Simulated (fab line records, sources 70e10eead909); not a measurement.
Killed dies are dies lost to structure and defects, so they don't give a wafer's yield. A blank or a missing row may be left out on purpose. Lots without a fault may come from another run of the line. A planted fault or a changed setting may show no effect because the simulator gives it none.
Chamber matching | flow nand_harc | NHARC_A_CHANNEL_HOLE_D1_ETCH_38 on rie_diel-07: 4 sister chambers
The step etches the open film in CF4, target depth 39 nm, time 65 s. 14 wafers are shown with their chamber, then 7 later ones without.

WAFERS WITH THEIR CHAMBER
wafer  | chamber | drypump_motor_current_A (A) | showerhead_plenum_p_Torr (Torr) | oes_product_au (a.u.)
L076.1 | 3       | 5.0                         | 1.77                            | 0.996
L076.3 | 1       | 6.2                         | 1.83                            | 0.997
L076.6 | 1       | 6.3                         | 1.83                            | 1.007
L078.4 | 0       | 5.5                         | 1.85                            | 1.000
L078.5 | 2       | 6.2                         | 1.75                            | 1.005
L078.6 | 3       | 5.0                         | 1.77                            | 1.012
L084.1 | 0       | 5.5                         | 1.85                            | 0.992
L084.2 | 3       | 5.0                         | 1.76                            | 1.000
L084.3 | 1       | 6.2                         | 1.82                            | 1.014
L085.1 | 1       | 6.3                         | 1.82                            | 1.023
L085.3 | 2       | 6.2                         | 1.74                            | 1.005
L085.6 | 3       | 4.9                         | 1.76                            | 1.008
L088.3 | 2       | 6.2                         | 1.74                            | 1.003
L088.5 | 3       | 5.0                         | 1.76                            | 1.007

SIGNATURES (means of the wafers above)
reading                  | chamber 0 | chamber 1 | chamber 2 | chamber 3 | scatter within a chamber
drypump_motor_current_A  | 5.500     | 6.250     | 6.200     | 4.980     | 0.0424
showerhead_plenum_p_Torr | 1.8500    | 1.8250    | 1.7433    | 1.7640    | 0.00535
oes_product_au           | 0.99600   | 1.01025   | 1.00433   | 1.00460   | 0.00751
Rule: a wafer's distance from a chamber is the root of the sum, over the readings, of the square of ((its reading less the chamber's mean) divided by the reading's scatter). The wafer belongs to the nearest chamber; if the next one is less than 2 further off, it can't be placed. The scatter: the root of (the sum of the squares of (reading less its chamber's mean) over the shown wafers, divided by (wafers less chambers)).

WAFERS WITHOUT THEIR CHAMBER
wafer  | drypump_motor_current_A (A) | showerhead_plenum_p_Torr (Torr) | oes_product_au (a.u.)
L088.6 | 5.5                         | 1.85                            | 0.998
L092.1 | 6.2                         | 1.73                            | 1.002
L092.3 | 6.2                         | 1.81                            | 1.010
L092.5 | 6.2                         | 1.81                            | 1.011
L097.1 | 6.2                         | 1.81                            | 1.005
L097.3 | 5.0                         | 1.75                            | 1.012
L097.4 | 5.5                         | 1.84                            | 0.996

WHICH CHAMBER EACH WENT THROUGH
wafer  | from the rows above | in truth
L088.6 | 0                   | 0
L092.1 | 2                   | 2
L092.3 | 1                   | 1
L092.5 | 1                   | 1
L097.1 | 1                   | 1
L097.3 | 3                   | 3
L097.4 | 0                   | 0
Placed correctly: 7 of 7. Can't be placed from these rows: 0. Placed wrongly: 0.
